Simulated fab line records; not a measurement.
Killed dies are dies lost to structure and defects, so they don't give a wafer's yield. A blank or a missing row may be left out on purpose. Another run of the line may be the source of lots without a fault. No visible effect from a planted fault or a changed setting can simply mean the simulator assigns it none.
fab line records	flow nand-harc
record lots=13	wafers=37	last-day=24
route steps=1159 shown A_STAIRCASE@564 END@1159
lots with no fault: from the same line, run without faults
start-h: start of the lot's first displayed wafer, in hours after the record's first day	wait-h: hours from the lot's prior step to this one	" unchanged from the row above	L1.1+2: one row covering several wafers at once	- no value, or no start was given	* or withheld: withheld	< > ~ a bound
route shown NAME@n: a module of which the file shows steps, and the number in the route of the first	usual: mean/standard deviation taken from wafers without a fault	same: alike in all rows	chamber/n: place in a boat	sites: readings site by site	_std_site: the standard deviation of these	_edge_site: the outer-site mean with the inner-site mean subtracted	radius-mm: for every site, how far away it sits from the centre of the wafer	mask NAME#n: copy n	behind: the last tool/chamber to shape the wafer	hold: reason for holding the lot/hours on hold/outcome of the hold	device: transistor that didn't switch, given as n, p or np	end of line: at the end of the route, the tests of the same wafers	a step with no rows: only its recipe	killed: dies that structure and defects cost at the first sort, which is not the same as the wafer's yield	map: a wafer's dies, marking killed ones x, the rest . and places with no die _
set.NAME: the run value of the setting; set.NAME@STEP: its run value at that earlier step	model.NAME: the simulator's own value behind a step, which no gauge read
route steps across a sampled set of lots; one table per step, one row per wafer
services: when a tool's chamber went out of use (start-h, in hours from the record's first day, below 0 if earlier), for how many hours, and the reason
## steps
# step NHARC_A_STAIRCASE_ETCH_27
# recipe target-depth-a=1000	time-s=40.5	ion-energy-ev=400	c4f8-flow-sccm=20	o2-flow-sccm=10	ar-flow-sccm=withheld	rf-w=600	bias-w=1000	chemistry=C4F8/O2
# usual oes-product-au=0.946/0.0099	rf-vpp-V=897/4	run-length-s=61.7/0.36
lot.wafer	tool	chamber	start-h	wait-h	oes-product-au	rf-hours-counter-h	rf-vpp-V	run-length-s
L450.3	rie-diel-05	2	-	-	0.946	31	894	61.7
L450.6	"	2	"	"	0.935	-	893	61.2
L450.5	"	3	"	"	0.940	-	888	61.7
L451.4	rie-diel-11	1	-	-	0.930	17	899	61.8
L451.1	"	2	"	"	0.932	19	902	62.1
L451.6	"	1	"	"	0.935	-	897	61.8
L453.2	rie-diel-05	1	-	-	0.945	35	900	61.1
L453.5	"	0	"	"	0.958	-	897	61.8
L453.6	"	1	"	"	0.943	-	901	61.2
L452.3	rie-diel-05	0	-	-	0.947	32	897	62.4
L452.1	"	1	"	"	0.939	36	902	61.2
L452.5	"	0	"	"	0.944	-	896	61.7
L454.2	rie-diel-04	0	-	-	0.951	58	899	61.9
L454.1	"	1	"	"	0.955	54	895	61.2
L454.6	"	3	"	"	0.919	-	896	61.5
L455.1	rie-diel-04	1	-	-	0.947	56	896	61.4
L455.2	"	2	"	"	0.946	52	891	61.6
L455.3	"	3	"	"	0.958	63	896	61.7
L459.4	rie-diel-11	0	-	-	0.956	34	896	61.6
L459.1	"	1	"	"	0.963	34	899	61.8
L459.5	"	2	"	"	0.953	-	903	62.2
L461.1	rie-diel-11	3	-	-	0.942	42	899	62.3
L461.3	"	0	"	"	0.951	41	895	61.5
L461.2	"	1	"	"	0.959	42	899	61.9
L462.4	rie-diel-11	3	-	-	0.948	43	900	62.2
L462.5	"	3	"	"	0.955	-	898	62.3
L464.3	rie-diel-11	3	-	-	0.952	45	898	61.9
L464.2	"	0	"	"	0.951	44	895	61.8
L467.3	rie-diel-11	3	-	-	0.941	49	900	62.1
L467.2	"	0	"	"	0.956	48	894	61.6
L467.6	"	0	"	"	0.949	-	897	61.7
L470.4	rie-diel-11	0	-	-	0.946	52	896	61.7
L470.2	"	2	"	"	0.948	56	905	62.0
L470.6	"	0	"	"	0.948	-	895	61.5
L471.3	rie-diel-04	2	-	-	0.947	32	891	61.1
L471.2	"	0	"	"	0.942	32	898	61.7
L471.5	"	2	"	"	0.941	-	891	61.1
# step NHARC_A_STAIRCASE_ETCH_190
# recipe target-depth-a=1000	time-s=40.5	ion-energy-ev=400	c4f8-flow-sccm=20	o2-flow-sccm=10	ar-flow-sccm=withheld	rf-w=600	bias-w=1000	chemistry=C4F8/O2
# usual oes-product-au=0.945/0.0097	rf-vpp-V=896/3.7	run-length-s=61.7/0.34
lot.wafer	tool	chamber	start-h	wait-h	oes-product-au	rf-hours-counter-h	rf-vpp-V	run-length-s
L450.3	rie-diel-04	0	251.02	-	0.940	53	900	61.8
L450.6	"	0	"	"	0.943	-	900	62.1
L450.5	"	1	"	"	0.926	-	895	61.1
L451.1	rie-diel-11	3	258.83	-	0.933	21	901	62.0
L451.4	"	2	"	"	0.940	20	904	62.0
L451.6	"	3	"	"	0.942	-	899	62.7
L453.2	rie-diel-04	2	260.42	-	0.953	46	893	61.4
L453.6	"	0	"	"	0.954	-	900	61.8
L453.5	"	1	"	"	0.938	-	894	61.1
L452.1	rie-diel-05	2	262.45	-	0.952	36	893	61.5
L452.3	"	3	"	"	0.937	34	891	62.0
L452.5	"	2	"	"	0.943	-	895	61.3
L454.1	rie-diel-04	0	269.22	-	0.941	58	899	62.5
L454.2	"	2	"	"	0.940	49	891	61.5
L454.6	"	3	"	"	0.940	-	896	61.6
L455.3	rie-diel-05	3	276.51	-	0.955	40	889	61.7
L455.1	"	0	"	"	0.943	39	897	62.1
L455.2	"	2	"	"	0.966	42	894	61.5
L459.1	rie-diel-05	1	300.94	-	0.952	52	901	61.1
L459.4	"	0	"	"	0.961	49	896	62.0
L459.5	"	2	"	"	0.953	-	894	61.6
L461.3	rie-diel-05	0	327.86	-	0.949	58	895	71.1
L461.2	"	2	"	"	0.945	56	893	61.4
L461.1	"	3	"	"	0.941	58	889	61.6
L462.5	rie-diel-05	0	331.86	-	0.965	-	897	62.3
L462.4	"	2	"	"	0.952	-	893	70.5
L464.3	rie-diel-05	3	336.90	-	0.953	63	891	71.2
L464.2	"	2	"	"	0.948	61	896	61.4
L467.2	rie-diel-11	3	347.34	-	0.938	51	901	61.8
L467.3	"	2	"	"	0.939	53	905	61.8
L467.6	"	3	"	"	0.944	-	898	61.9
L470.4	rie-diel-04	0	356.90	-	0.962	27	898	61.7
L470.2	"	2	"	"	0.940	26	892	61.1
L470.6	"	3	"	"	0.932	-	896	61.6
L471.3	rie-diel-04	2	371.37	-	0.949	33	891	61.2
L471.2	"	0	"	"	0.948	33	897	61.8
L471.5	"	3	"	"	0.934	-	897	61.5
# step NHARC_A_STAIRCASE_TRIM_193
# recipe time-s=211.2	o2-flow-sccm=500	ar-flow-sccm=0	bias-w=0	chemistry=O2
# usual drypump-motor-current-A=5.8/0.36	oes-product-au=1.004/0.0077	rf-vpp-V=57.7/0.78	showerhead-plenum-p-Torr=3.52/0.1	throttle-valve-pct=17.037/0.011
lot.wafer	tool	chamber	start-h	wait-h	drypump-motor-current-A	oes-product-au	rf-hours-counter-h	rf-vpp-V	showerhead-plenum-p-Torr	throttle-valve-pct
L450.3	rie-diel-04	3	-	-	6.2	1.000	55	57.1	3.56	17.031
L450.6	"	0	"	"	5.9	1.008	-	57.0	3.62	17.021
L450.5	"	1	"	"	5.0	0.990	-	57.6	3.49	17.030
L451.4	rie-diel-11	0	-	-	5.3	1.004	20	57.8	3.52	17.020
L451.1	"	2	"	"	6.1	0.992	20	58.7	3.77	17.031
L451.6	"	0	"	"	5.3	1.004	-	57.1	3.52	17.040
L453.2	rie-diel-04	0	-	-	6.0	1.015	56	58.4	3.61	17.035
L453.5	"	2	"	"	5.6	1.004	-	56.6	3.45	17.026
L453.6	"	3	"	"	6.2	0.998	-	57.6	3.56	17.021
L452.1	rie-diel-05	2	-	-	5.4	1.006	37	58.5	3.49	17.043
L452.3	"	3	"	"	5.9	1.016	34	56.8	3.35	17.049
L452.5	"	1	"	"	6.0	1.008	-	57.4	3.66	17.034
L454.1	rie-diel-04	0	-	-	6.0	1.016	59	57.3	3.61	17.040
L454.2	"	2	"	"	5.7	0.998	49	57.7	3.45	17.036
L454.6	"	1	"	"	5.0	1.005	-	58.1	3.49	17.031
L455.1	rie-diel-05	1	-	-	6.0	1.006	43	57.5	3.66	17.041
L455.2	"	2	"	"	5.4	0.999	42	58.1	3.49	17.055
L455.3	"	3	"	"	6.0	1.000	40	56.8	3.35	17.049
L459.4	rie-diel-05	3	-	-	5.9	1.007	48	57.8	3.34	17.019
L459.1	"	1	"	"	6.0	1.015	52	58.1	3.65	17.029
L459.5	"	3	"	"	5.9	1.005	-	56.9	3.34	17.036
L461.3	rie-diel-05	2	-	-	5.4	0.996	57	58.1	3.48	17.033
L461.1	"	3	"	"	6.0	1.007	58	58.1	3.34	17.029
L461.2	"	0	"	"	6.1	1.020	58	58.6	3.54	17.043
L462.4	rie-diel-05	0	-	-	6.1	1.014	-	57.8	3.54	17.045
L462.5	"	3	"	"	6.0	1.005	-	58.2	3.34	17.040
L464.3	rie-diel-05	0	-	-	6.1	1.004	63	56.1	3.54	17.038
L464.2	"	3	"	"	5.9	0.994	63	57.3	3.33	17.043
L467.3	rie-diel-11	0	-	-	5.3	1.005	50	59.2	3.51	17.042
L467.2	"	2	"	"	6.0	1.010	53	57.8	3.75	17.032
L467.6	"	0	"	"	5.3	1.002	-	56.5	3.51	17.038
L470.2	rie-diel-04	3	-	-	6.2	0.990	28	57.4	3.54	17.046
L470.4	"	1	"	"	5.0	0.999	26	57.3	3.47	17.023
L470.6	"	2	"	"	5.7	0.999	-	59.1	3.43	17.026
L471.2	rie-diel-04	0	-	-	6.0	1.012	33	58.3	3.59	17.036
L471.3	"	1	"	"	5.0	0.993	33	57.1	3.47	17.037
L471.5	"	3	"	"	6.2	1.004	-	57.4	3.54	17.042
# step NHARC_A_STAIRCASE_ETCH_194
# recipe target-depth-a=1000	time-s=40.5	ion-energy-ev=400	c4f8-flow-sccm=20	o2-flow-sccm=10	ar-flow-sccm=withheld	rf-w=600	bias-w=1000	chemistry=C4F8/O2
# usual oes-product-au=0.946/0.011	rf-vpp-V=896/3.8	run-length-s=61.7/0.34
lot.wafer	tool	chamber	start-h	wait-h	oes-product-au	rf-hours-counter-h	rf-vpp-V	run-length-s
L450.3	rie-diel-04	3	-	-	0.934	55	898	61.8
L450.5	"	1	"	"	0.937	-	895	61.1
L450.6	"	2	"	"	0.951	-	893	61.7
L451.4	rie-diel-11	2	-	-	0.961	20	905	61.9
L451.1	"	3	"	"	0.947	21	899	61.8
L451.6	"	1	"	"	0.949	-	900	62.0
L453.2	rie-diel-04	2	-	-	0.947	47	893	61.7
L453.6	"	2	"	"	0.943	-	893	61.1
L453.5	"	3	"	"	0.943	-	896	61.8
L452.1	rie-diel-05	0	-	-	0.942	33	896	62.0
L452.3	"	1	"	"	0.936	37	901	61.5
L452.5	"	0	"	"	0.941	-	897	61.7
L454.1	rie-diel-04	2	-	-	0.946	49	893	61.1
L454.2	"	0	"	"	0.947	59	899	62.0
L454.6	"	2	"	"	0.947	-	893	61.3
L455.2	rie-diel-05	3	-	-	0.959	40	890	61.8
L455.3	"	1	"	"	0.950	43	899	61.4
L455.1	"	2	"	"	0.948	43	894	61.4
L459.4	rie-diel-05	0	-	-	0.953	49	896	62.0
L459.1	"	2	"	"	0.958	50	895	61.4
L459.5	"	0	"	"	0.949	-	898	62.0
L461.1	rie-diel-05	2	-	-	0.939	57	893	61.2
L461.2	"	3	"	"	0.939	59	889	61.6
L461.3	"	0	"	"	0.957	59	895	61.7
L462.5	rie-diel-05	2	-	-	0.932	-	895	61.4
L462.4	"	3	"	"	0.920	-	888	61.7
L464.3	rie-diel-05	2	-	-	0.943	61	895	61.1
L464.2	"	0	"	"	0.959	63	897	61.7
L467.2	rie-diel-11	1	-	-	0.930	51	898	62.4
L467.3	"	0	"	"	0.944	50	895	61.5
L467.6	"	2	"	"	0.958	-	904	61.8
L470.4	rie-diel-04	2	-	-	0.937	26	892	61.5
L470.2	"	3	"	"	0.937	28	897	61.7
L470.6	"	3	"	"	0.934	-	897	61.6
L471.2	rie-diel-04	0	-	-	0.962	33	898	61.7
L471.3	"	2	"	"	0.934	34	891	61.3
L471.5	"	0	"	"	0.960	-	899	61.7
# step NHARC_END_SORT_01
# recipe temp-c=25
# usual killed-at-array=25/9.8	killed-at-other=0.8/1.1	killed-at-periphery=3.3/2.1	killed-dies=29/10	killed-open=3.3/1.8	killed-short=1.9/1.4
# same gross-dies=677
lot.wafer	tool	chamber	start-h	wait-h	killed-at-array	killed-at-other	killed-at-periphery	killed-dies	killed-open	killed-short
L462.4	prober-02	0	542.83	3.4	136	1	1	138	0	2
L462.5	prober-02	0	543.63	3.7	41	0	3	44	4	4
L461.1	prober-01	0	548.20	2.5	14	1	5	20	6	2
L461.2	prober-01	0	549.00	2.8	14	0	4	18	5	3
L461.3	prober-01	0	549.80	3.1	223	0	2	225	4	2
# killed by level:class
L462.4 A_STAIRCASE:area-etch=93 A_SLIT:chamber-film-flake=18 A_STAIRCASE:chamber-film-flake=13 A_CONTACT:chamber-film-flake=4 A_CHANNEL_HOLE_D1:chamber-film-flake=3 A_M1:chamber-film-flake=2 A_ONON_D1:geometric-particle:short=1 A_CHANNEL_FILL_D1:geometric-particle:short=1
L462.5 A_SLIT:chamber-film-flake=12 A_STAIRCASE:chamber-film-flake=9 A_CONTACT:chamber-film-flake=6 A_CHANNEL_HOLE_D1:chamber-film-flake=5 A_M1:chamber-film-flake=2 P_STI:geometric-particle:short=1 P_CONTACT:geometric-particle:open=1 A_ONON_D1:geometric-particle:open=1
L461.1 A_CHANNEL_HOLE_D1:chamber-film-flake=6 P_CONTACT:geometric-particle:open=3 A_CONTACT:geometric-particle:open=3 A_STAIRCASE:chamber-film-flake=2 A_SLIT:geometric-particle:short=1 A_M0:geometric-particle:short=1 P_STI:chamber-film-flake=1 P_M0:chamber-film-flake=1
L461.2 A_CHANNEL_HOLE_D1:chamber-film-flake=4 A_CONTACT:chamber-film-flake=4 P_CONTACT:geometric-particle:open=2 A_SGD_CUT:geometric-particle:open=1 P_CONTACT:geometric-particle:short=1 A_CHANNEL_FILL_D1:geometric-particle:short=1 A_CHANNEL_FILL_D1:geometric-particle:open=1 A_WL_FILL:geometric-particle:short=1
L461.3 A_STAIRCASE:area-etch=210 A_CHANNEL_HOLE_D1:chamber-film-flake=5 A_STAIRCASE:chamber-film-flake=2 P_M1:geometric-particle:open=1 A_CHANNEL_FILL_D1:geometric-particle:open=1 A_SGD_CUT:geometric-particle:short=1 A_CONTACT:geometric-particle:short=1 A_BLC:geometric-particle:open=1
## services
tool	chamber	start-h	hours	kind
rie-diel-04	1	229.80	3.6	repair
rie-diel-05	0	246.26	-	clean
rie-diel-05	1	246.26	-	clean
rie-diel-05	2	246.26	-	clean
rie-diel-05	3	246.26	-	clean
rie-diel-04	1	253.92	2.7	repair
rie-diel-05	0	270.76	-	clean
rie-diel-05	1	270.76	-	clean
rie-diel-05	2	270.76	-	clean
rie-diel-05	3	270.76	-	clean
rie-diel-04	1	275.49	13.2	repair
rie-diel-04	2	286.14	9.2	repair
rie-diel-04	-	289.06	9.0	pm
rie-diel-05	0	295.28	-	clean
rie-diel-05	1	295.28	-	clean
rie-diel-05	2	295.28	-	clean
rie-diel-05	3	295.28	-	clean
rie-diel-11	1	304.97	3.8	repair
rie-diel-05	2	305.93	9.1	repair
rie-diel-11	-	310.36	0.3	repair
rie-diel-05	0	319.83	-	clean
rie-diel-05	1	323.17	52.0	repair
rie-diel-05	-	341.01	9.0	pm
rie-diel-11	3	350.25	3.7	repair
## key
first-sign step=NHARC_A_STAIRCASE_ETCH_190	reading=run-length-s	direction=up	sigmas=27	usual=*	struck=*
effect step=NHARC_END_SORT_01	reading=killed-at-array	direction=up	sigmas=16	usual=25	struck=180
more-kills-born-at NHARC_A_STAIRCASE_ETCH_190@rie-diel-05=303
met-at NHARC_A_STAIRCASE_ETCH_190
struck-lots L461,L462,L464
struck-wafers L461.3,L462.4,L464.3
sort-left-out L464.3
tester-left-out L461,L462,L464
not-acting-at NHARC_A_STAIRCASE_ETCH_27,NHARC_A_STAIRCASE_TRIM_193,NHARC_A_STAIRCASE_ETCH_194
onset-between 300.94 327.86
fault kind=process-parameter-drift	tool=rie-diel-05	chamber=-	onset-h=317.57	steps=NHARC_A_STAIRCASE_ETCH_190	channel=time-s	offset=*	shape=step	end-h=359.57	scope=struck-wafers-only	acts-in=*	stated=*
# tester-left-out: of these lots the tester's yield and bins aren't shown, on N5 and GAA mostly nor the transistor test; their killed dies are dies lost to structure and defects alone, not to doping, threshold or leakage, so they don't give the yield
# sort-left-out: the simulated sort isn't trusted on such a fault, so these wafers' sort isn't shown, and their yield isn't known
